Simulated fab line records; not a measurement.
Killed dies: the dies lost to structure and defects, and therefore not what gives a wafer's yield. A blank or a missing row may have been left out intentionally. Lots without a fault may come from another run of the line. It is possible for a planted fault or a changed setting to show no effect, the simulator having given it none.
fab line records    flow n5-finfet
[record] lots = 9  wafers = 25  last-day = 17
route steps=1938 shown BEOL_M4@1023 PASSIVATION@1936
lots untouched by any fault: they come from a run of this same line in which no faults occurred
start-h: hours from the record's opening day to when the first of the lot's shown wafers began    wait-h: time in hours since the lot's previous step    " same as the row above    L1.1+2: a single row standing in for several wafers    - no value present, or no start provided    * or withheld: withheld    < > ~ a bound
route shown NAME@n: a module of which the file shows steps, and the number in the route of the first    usual: mean/standard deviation taken from wafers without a fault    same: alike in all rows    chamber/n: place in a boat    sites: each site's reading    _std_site: standard deviation of those values    _edge_site: inner sites' mean taken away from outer sites' mean    radius-mm: for every site, how far away it sits from the centre of the wafer    mask NAME#n: copy n    behind: tool/chamber where the wafer was last shaped    hold: the reason the lot was held/the length of the hold in hours/how it ended    device: the n, p or np transistor that did not switch    end of line: tests of these same wafers at the route's end    for a step that has no rows: nothing shown but its recipe    killed: the dies lost at the first sort to structure and to defects; this is not the yield of the wafer    map: a wafer's dies, x killed, . not, _ none there
set.NAME: the setting that was run; set.NAME@STEP: the one run at that earlier step    model.NAME: the simulator's own value behind a step, which no gauge read
one table for each step of the route and one row for each wafer, over a sample of lots
services: the hour from which a tool's chamber was out of use, counted from the record's first day as start-h (under 0 if before that day), plus the number of hours and why
[[steps]]
[step N5_BEOL_M4_PECVD_72]
[recipe] material = SiO2  target-thk-a = 160  temp-c = 400  precursor = TEOS/O2  pressure-torr = 5.5  rf-w = 450  teos-flow-sccm = 53.8  gas = O2  flow-sccm = 3000  time-s = 18
[usual] chamber-pressure-Torr = 5.500/0.011  heater-power-outer-w = 379/55  heater-power-w = 655/83  showerhead-plenum-p-Torr = 8.79/0.079  throttle-valve-pct = 22.3/1.6
[same] time-s = 18
lot.wafer  tool      chamber  start-h  wait-h  chamber-pressure-Torr  heater-power-outer-w  heater-power-w  showerhead-plenum-p-Torr  throttle-valve-pct
L484.4     pecvd-03  0        180.53   0.1     5.488                  329                   595             8.86                      25.3
L484.5     "         2        "        "       5.510                  387                   662             8.73                      20.8
L484.6     "         1        "        "       5.517                  417                   686             8.67                      20.2
L487.1     pecvd-04  1        183.22   0.0     5.510                  408                   674             8.80                      22.1
L487.4     "         1        "        "       5.510                  403                   671             8.81                      22.3
L487.5     "         0        "        "       5.491                  295                   585             8.74                      20.8
L490.5     pecvd-04  0        205.50   0.1     5.494                  366                   635             8.73                      21.3
L490.6     "         1        "        "       5.506                  441                   732             8.82                      22.4
L492.5     pecvd-01  1        220.83   0.1     5.501                  481                   825             8.84                      24.5
L492.6     "         0        "        "       5.475                  381                   726             8.93                      21.8
L500.1     pecvd-04  0        266.50   0.0     5.500                  324                   606             8.74                      21.2
L500.2     "         2        "        "       5.500                  372                   601             8.81                      22.3
L500.3     "         1        "        "       5.484                  436                   752             8.80                      22.2
L501.2     pecvd-04  2        266.95   0.0     5.493                  309                   518             8.82                      22.3
L501.4     "         2        "        "       5.498                  325                   528             8.80                      22.5
L501.5     "         1        "        "       5.516                  451                   751             8.82                      22.2
L502.1     pecvd-01  0        276.33   0.0     5.514                  312                   665             8.93                      21.7
L502.4     "         1        "        "       5.519                  432                   756             8.82                      24.1
L502.5     "         0        "        "       5.504                  309                   647             8.91                      22.0
L503.2     pecvd-03  1        281.51   0.0     5.506                  394                   653             8.64                      20.3
L503.5     "         2        "        "       5.497                  332                   577             8.71                      20.9
L503.6     "         1        "        "       5.490                  396                   639             8.66                      20.4
L504.2     pecvd-04  0        292.30   0.0     5.508                  348                   652             8.71                      21.0
L504.4     "         2        "        "       5.495                  340                   574             8.78                      22.2
L504.5     "         1        "        "       5.502                  354                   649             8.83                      22.5
[step N5_BEOL_M4_ETCH_74]
[recipe] chemistry = N2/H2  target = underlayer  target-depth-a = 65  mask-material = CAR-EUV  time-s = 5.2  ion-energy-ev = 200  pressure-mtorr = 30  source-w = 840  bias-w = 150  n2-flow-sccm = 200  h2-flow-sccm = 200  ends = cleared
[usual] chamber-pressure-mTorr = 29.99/0.039  drypump-motor-current-A = 5.7/0.35  etch-rf-on-time-s = 5.23/0.16  oes-product-au = 0.67/0.069  rf-vpp-V = 522.5/1.9  showerhead-plenum-p-Torr = 2.50/0.063  throttle-valve-pct = 18.0/0.31
lot.wafer  tool         chamber  start-h  wait-h  chamber-pressure-mTorr  drypump-motor-current-A  etch-rf-on-time-s  oes-product-au  rf-hours-counter-h  rf-vpp-V  showerhead-plenum-p-Torr  throttle-valve-pct
L484.4     rie-diel-04  1        182.71   0.0     29.91                   5.2                      5.15               0.64            -                   519.6     2.45                      18.4
L484.5     "            0        "        "       29.97                   6.1                      5.22               0.61            -                   527.1     2.63                      17.9
L484.6     "            3        "        "       29.96                   5.5                      4.94               0.67            -                   520.3     2.41                      17.5
L487.1     rie-diel-06  1        185.63   0.0     29.96                   6.2                      5.19               0.76            42                  523.2     2.48                      18.0
L487.4     "            3        "        "       29.97                   5.5                      5.24               0.72            -                   520.5     2.47                      17.7
L487.5     "            1        "        "       29.96                   6.2                      5.22               0.76            -                   523.8     2.48                      18.0
L490.5     rie-diel-06  2        206.74   0.0     29.97                   5.5                      5.54               0.61            -                   522.0     2.56                      18.3
L490.6     "            3        "        "       30.06                   5.5                      3.10               1.00            -                   518.3     2.47                      17.8
L492.5     rie-diel-06  3        225.73   0.0     30.08                   5.5                      5.23               0.71            -                   520.2     2.46                      17.8
L492.6     "            0        "        "       30.09                   5.7                      3.05               1.11            -                   521.3     2.51                      17.7
L500.1     rie-diel-04  0        267.65   0.0     30.04                   6.1                      5.26               0.59            244                 525.6     2.62                      18.0
L500.2     "            2        "        "       29.94                   6.0                      5.43               0.57            239                 522.4     2.49                      17.7
L500.3     "            1        "        "       30.04                   5.1                      5.16               0.62            184                 518.8     2.44                      18.5
L501.2     rie-diel-02  3        268.16   0.0     30.05                   5.2                      4.96               0.71            82                  521.8     2.49                      18.2
L501.4     "            3        "        "       29.99                   5.2                      4.97               0.70            -                   520.9     2.49                      18.2
L501.5     "            1        "        "       30.00                   5.6                      5.34               0.58            -                   520.5     2.40                      17.7
L502.1     rie-diel-06  1        281.24   0.0     29.96                   6.2                      5.15               0.72            76                  525.0     2.47                      18.1
L502.4     "            0        "        "       29.97                   5.8                      5.04               0.77            -                   522.5     2.50                      17.7
L502.5     "            1        "        "       29.98                   6.2                      5.21               0.72            -                   523.5     2.47                      18.1
L503.2     rie-diel-06  2        284.33   0.0     29.94                   5.5                      5.56               0.60            216                 523.8     2.54                      18.4
L503.5     "            2        "        "       29.98                   5.5                      5.57               0.60            -                   524.3     2.54                      18.4
L503.6     "            1        "        "       29.99                   6.2                      5.25               0.72            -                   518.8     2.47                      18.1
L504.2     rie-diel-06  0        293.81   0.0     30.03                   5.7                      5.06               0.76            35                  523.1     2.50                      17.7
L504.4     "            2        "        "       30.00                   5.5                      5.45               0.60            221                 523.8     2.54                      18.4
L504.5     "            3        "        "       29.98                   5.5                      5.27               0.69            -                   520.0     2.45                      17.8
[step N5_BEOL_M4_ETCH_63]
[recipe] chemistry = CF4  target = SiARC  target-depth-a = 156  mask-material = CAR-EUV  time-s = 26  ion-energy-ev = 80  pressure-mtorr = 40  source-w = 545  bias-w = 36  Ar_flow_sccm = 100  cf4-flow-sccm = 100  ends = cleared
[usual] chamber-pressure-mTorr = 40.00/0.034  drypump-motor-current-A = 5.7/0.36  etch-rf-on-time-s = 26.1/0.85  oes-product-au = 0.67/0.07  rf-vpp-V = 183.5/0.98  showerhead-plenum-p-Torr = 2.10/0.037  throttle-valve-pct = 15.68/0.19
lot.wafer  tool         chamber  start-h  wait-h  chamber-pressure-mTorr  drypump-motor-current-A  etch-rf-on-time-s  oes-product-au  rf-hours-counter-h  rf-vpp-V  showerhead-plenum-p-Torr  throttle-valve-pct
L484.4     rie-diel-04  1        182.74   0.0     40.06                   5.1                      25.6               0.65            -                   184.1     2.06                      15.92
L484.5     "            0        "        "       40.03                   6.1                      26.0               0.61            -                   183.7     2.19                      15.60
L484.6     "            3        "        "       39.92                   5.5                      24.8               0.68            -                   184.1     2.08                      15.72
L487.1     rie-diel-06  1        185.64   0.0     40.03                   6.2                      26.1               0.76            42                  182.9     2.09                      15.72
L487.4     "            3        "        "       39.98                   5.5                      26.0               0.73            -                   183.3     2.10                      15.57
L487.5     "            1        "        "       40.05                   6.2                      26.4               0.76            -                   184.1     2.09                      15.73
L490.5     rie-diel-06  2        206.76   0.0     39.92                   5.5                      28.1               0.60            -                   184.5     2.12                      15.83
L490.6     "            3        "        "       40.00                   5.5                      26.3               0.72            -                   181.9     2.10                      15.57
L492.5     rie-diel-06  3        225.76   0.0     40.04                   5.5                      26.0               0.71            -                   182.1     2.10                      15.59
L492.6     "            0        "        "       39.95                   5.7                      25.0               0.81            -                   184.8     2.09                      15.27
L500.1     rie-diel-04  0        267.67   0.0     40.01                   6.1                      26.5               0.59            244                 184.3     2.18                      15.67
L500.2     "            2        "        "       39.99                   6.0                      26.7               0.58            239                 184.3     2.10                      15.72
L500.3     "            1        "        "       40.02                   5.2                      25.9               0.62            184                 182.4     2.05                      15.98
L501.2     rie-diel-02  3        268.18   0.0     40.03                   5.2                      24.7               0.72            82                  183.9     2.09                      15.77
L501.4     "            3        "        "       39.96                   5.2                      25.0               0.72            -                   182.6     2.09                      15.78
L501.5     "            1        "        "       40.00                   5.7                      26.4               0.59            -                   182.1     2.02                      15.56
L502.1     rie-diel-06  1        281.25   0.0     39.99                   6.2                      26.4               0.72            76                  183.1     2.08                      15.79
L502.4     "            0        "        "       39.94                   5.7                      24.7               0.78            -                   183.7     2.09                      15.31
L502.5     "            1        "        "       39.95                   6.1                      26.4               0.72            -                   183.9     2.08                      15.79
L503.2     rie-diel-06  2        284.35   0.0     40.08                   5.5                      27.5               0.60            216                 184.7     2.11                      15.90
L503.5     "            2        "        "       39.92                   5.5                      27.6               0.60            -                   183.7     2.11                      15.91
L503.6     "            1        "        "       40.03                   6.2                      26.5               0.72            -                   182.2     2.08                      15.81
L504.2     rie-diel-06  0        293.83   0.0     40.07                   5.7                      25.0               0.77            35                  183.2     2.09                      15.30
L504.4     "            2        "        "       40.00                   5.5                      27.8               0.59            221                 186.1     2.11                      15.91
L504.5     "            3        "        "       39.96                   5.5                      26.5               0.69            -                   183.4     2.09                      15.64
[step N5_BEOL_M4_HM_OPEN_17]
[recipe] chemistry = Cl2/BCl3  target-depth-a = 200  overetch-a = 60  target = TiN  mask-material = SOC  ion-energy-ev = 150  pressure-mtorr = 10  icp-w = 1000  bias-w = 126  Cl2_flow_sccm = 53.25  bcl3-flow-sccm = 21.75  Ar_flow_sccm = 25
[usual] chamber-pressure-mTorr = 10.000/0.0079  drypump-motor-current-A = 5.88/0.3  mfc-cl2-sccm = 53.25/0.17  oes-product-au = 0.66/0.088  throttle-valve-pct = 22.27/0.27
lot.wafer  tool          chamber  start-h  wait-h  chamber-pressure-mTorr  drypump-motor-current-A  mfc-cl2-sccm  oes-product-au  rf-hours-counter-h  throttle-valve-pct
L484.4     rie-metal-03  1        182.95   0.1     9.996                   6.01                     53.57         0.52            -                   22.68
L484.5     "             0        "        "       9.990                   5.96                     53.19         0.72            -                   22.03
L484.6     "             1        "        "       10.002                  6.01                     53.40         0.52            -                   22.70
L487.1     rie-metal-02  1        185.84   0.0     10.008                  5.96                     53.54         0.61            73                  22.31
L487.4     "             1        "        "       10.007                  5.94                     53.11         0.61            -                   22.31
L487.5     "             1        "        "       10.009                  5.94                     53.13         0.61            -                   22.30
L490.5     rie-metal-02  0        207.01   0.1     10.006                  5.42                     53.28         0.65            -                   21.83
L490.6     "             1        "        "       10.003                  5.95                     53.26         0.60            -                   22.34
L492.5     rie-metal-03  0        226.00   0.1     10.001                  5.96                     53.21         0.71            -                   22.05
L492.6     "             1        "        "       10.000                  5.94                     53.25         0.53            -                   22.66
L500.1     rie-metal-03  0        267.87   0.0     9.997                   5.93                     53.44         0.68            33                  22.08
L500.2     "             1        "        "       9.999                   5.96                     53.23         0.84            1                   22.38
L500.3     "             1        "        "       10.003                  5.99                     53.05         0.83            -                   22.40
L501.2     rie-metal-02  0        268.38   0.0     9.990                   5.39                     53.06         0.63            49                  21.83
L501.4     "             0        "        "       9.995                   5.39                     52.98         0.64            -                   21.83
L501.5     "             1        "        "       9.994                   5.96                     53.23         0.60            -                   22.33
L502.1     rie-metal-03  1        281.45   0.0     10.017                  6.00                     53.33         0.82            2                   22.39
L502.4     "             0        "        "       10.000                  5.90                     53.33         0.69            -                   22.07
L502.5     "             1        "        "       9.996                   6.00                     53.11         0.83            -                   22.37
L503.2     rie-metal-02  1        284.55   0.0     10.004                  5.97                     53.28         0.59            82                  22.34
L503.5     "             1        "        "       9.997                   5.96                     53.41         0.60            -                   22.35
L503.6     "             0        "        "       9.999                   5.41                     53.32         0.65            -                   21.85
L504.2     rie-metal-03  1        294.03   0.0     10.015                  6.00                     52.87         0.81            3                   22.39
L504.4     "             0        "        "       9.985                   5.94                     53.43         0.69            -                   22.07
L504.5     "             0        "        "       10.000                  5.94                     53.09         0.69            -                   22.07
[step N5_BEOL_M4_RC_MEAS_101]
[usual] DIBL_N = 37.3/2.3  DIBL_P = 37.4/2.9  IOFF_N = 0.18/0.045  IOFF_P = 0.25/0.054  ION_N = 679/15  ION_P = 468/9.7  SS_N = 71.8/0.62  SS_P = 73.6/0.76  VT_N = 248/4.1  VT_P = -248/3.6
lot.wafer  tool       chamber  start-h  wait-h  DIBL_N[mV/V]  DIBL_P[mV/V]  IOFF_N[nA/um]  IOFF_P[nA/um]  ION_N[uA/um]  ION_P[uA/um]  SS_N[mV/dec]  SS_P[mV/dec]  VT_N[mV]  VT_P[mV]
L484.4     prober-02  0        189.93   0.5     33.6          32.9          0.12           0.20           655           456           71.0          73.3          252       -247
L484.5     "          0        "        "       32.9          33.4          0.12           0.20           667           469           70.7          72.9          255       -248
L484.6     "          0        "        "       37.0          36.0          0.18           0.24           675           464           71.3          73.5          247       -249
L487.1     prober-02  0        195.36   0.0     39.0          39.4          0.20           0.25           681           464           71.6          74.0          247       -249
L487.4     "          0        "        "       40.6          43.2          0.26           0.31           693           473           72.8          74.9          243       -248
L487.5     "          0        "        "       37.3          38.2          0.17           0.22           698           469           72.0          73.0          248       -251
L490.5     prober-02  0        216.46   0.6     38.3          36.6          0.18           0.26           667           464           71.1          73.6          246       -245
L490.6     "          0        "        "       38.9          38.0          0.20           0.27           701           481           72.2          73.5          245       -245
L492.5     prober-01  0        236.35   0.6     36.2          38.4          0.19           0.25           692           472           72.3          73.1          246       -246
L492.6     "          0        "        "       38.3          40.4          0.24           0.29           685           468           72.8          74.1          245       -245
L500.1     prober-01  0        274.23   0.0     38.1          38.7          0.18           0.23           679           459           72.0          73.5          246       -250
L500.2     "          0        "        "       39.1          39.5          0.20           0.24           674           458           71.9          73.8          246       -250
L500.3     "          0        "        "       36.4          35.6          0.16           0.19           685           465           71.9          73.0          249       -252
L501.2     prober-02  0        274.66   0.2     39.6          38.4          0.19           0.25           683           464           71.9          74.1          248       -251
L501.4     "          0        "        "       41.1          40.5          0.23           0.32           682           467           73.4          74.8          246       -244
L501.5     "          0        "        "       36.8          33.9          0.14           0.17           653           449           71.7          72.3          255       -253
L502.1     prober-01  0        292.03   0.0     38.4          38.8          0.19           0.27           677           475           71.7          73.7          246       -244
L502.4     "          0        "        "       36.2          35.8          0.15           0.22           662           462           71.6          72.5          252       -245
L502.5     "          0        "        "       38.8          39.9          0.20           0.29           677           469           72.2          73.6          248       -245
L503.2     prober-02  0        295.89   0.2     40.7          41.8          0.23           0.30           679           467           72.8          73.9          244       -248
L503.5     "          0        "        "       35.8          35.6          0.14           0.20           662           462           71.7          73.1          252       -252
L503.6     "          0        "        "       39.5          41.2          0.22           0.28           677           464           73.2          74.6          246       -249
L504.2     prober-01  0        300.67   0.2     38.2          37.6          0.17           0.22           663           455           72.4          73.6          254       -252
L504.4     "          0        "        "       38.9          41.0          0.22           0.31           688           470           72.6          74.6          244       -246
L504.5     "          0        "        "       34.8          34.9          0.12           0.19           654           460           71.5          73.9          257       -251
[step N5_PASSIVATION_PROBE_49]
[usual] defect-limited-yield = 91.3/1.5  killed_at_M0_to_M3 = 35/8.7  killed_at_M4_up = 14/5.5  killed-at-contacts = 11/5.6  killed-at-front-end = 39/13  killed-at-other = 3.7/2.2  killed-dies = 103/18  killed-open = 69/14  killed-short = 33/7.8  sort_bin_4_leakage = 0.02/0.15  sort_bin_5_function = 5.1/0.99  sort_bin_6_memory = 3.3/0.67  sort_bin_8_speed = 0.02/0.17  sort-n-pass = 1077/18  sort-yield-pct = 91.2/1.5
[same] gross-dies = 1180  killed-at-back-side = 0
lot.wafer  tool       chamber  start-h  wait-h  defect-limited-yield[%]  killed_at_M0_to_M3  killed_at_M4_up  killed-at-contacts  killed-at-front-end  killed-at-other  killed-dies  killed-open  killed-short  sort_bin_4_leakage[%]  sort_bin_5_function[%]  sort_bin_6_memory[%]  sort_bin_8_speed[%]  sort-n-pass  sort-yield-pct[%]
L492.6     prober-01  -        352.63   0.3     92.3                     39                  16               6                   29                   1                91           60           29            0                      5.1                     2.4                   0                    1089         92.3
// killed by level:class
L492.6 BEOL_M0_SAQP:geometric-particle:short=11 BEOL_M0_SAQP:geometric-particle:open=10 FIN_SAQP:geometric-particle:open=7 STI_FIN_REVEAL:geometric-particle:open=7 MOL_CONTACT_COAG:geometric-particle:open=6 BEOL_M3:geometric-particle:open=6 BEOL_M4:geometric-particle:short=6 BEOL_M1:geometric-particle:open=5
[[services]]
tool          chamber  start-h  hours  kind
rie-diel-02   3        166.84   4.9    repair
pecvd-03      -        174.60   0.8    pm
rie-diel-02   -        177.25   2.8    pm
rie-diel-06   0        177.60   -      clean
rie-diel-06   0        177.60   -      consumable-replace:focus-ring
rie-diel-06   0        177.60   13.5   scheduled-down
rie-diel-06   0        177.60   13.5   vent-cycle
rie-diel-04   2        179.58   5.0    repair
pecvd-03      -        182.50   5.7    repair
pecvd-04      1        186.97   5.1    repair
pecvd-01      0        193.17   7.0    repair
rie-diel-02   0        197.42   3.8    repair
pecvd-03      2        209.27   11.5   repair
pecvd-03      1        212.26   4.4    repair
pecvd-04      0        213.15   5.5    scheduled-down
pecvd-04      -        216.52   1.1    repair
pecvd-04      0        230.12   17.9   repair
rie-metal-03  1        242.06   -      clean
pecvd-03      1        244.59   14.5   repair
rie-diel-06   0        247.66   11.7   repair
rie-metal-02  -        250.83   14.6   pm
pecvd-01      -        270.76   0.9    repair
rie-diel-04   3        275.02   10.0   repair
rie-diel-06   3        280.34   5.1    repair
[[key]]
[first-sign] step = N5_BEOL_M4_ETCH_74  reading = etch-rf-on-time-s  direction = down  sigmas = 14  usual = *  struck = *
[effect] step = N5_BEOL_M4_ETCH_74  reading = oes-product-au  direction = up  sigmas = 5.6  usual = 0.67  struck = 1.06
met-at N5_BEOL_M4_ETCH_74
struck-lots L490,L492
struck-wafers L490.6,L492.6
not-acting-at N5_BEOL_M4_PECVD_72,N5_BEOL_M4_ETCH_63,N5_BEOL_M4_HM_OPEN_17
onset-between 185.63 206.74
[fault] kind = process-parameter-drift  tool = rie-diel-06  chamber = -  onset-h = 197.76  steps = N5_BEOL_M4_ETCH_74  channel = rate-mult  offset = 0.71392  shape = step  end-h = 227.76  scope = struck-wafers-only
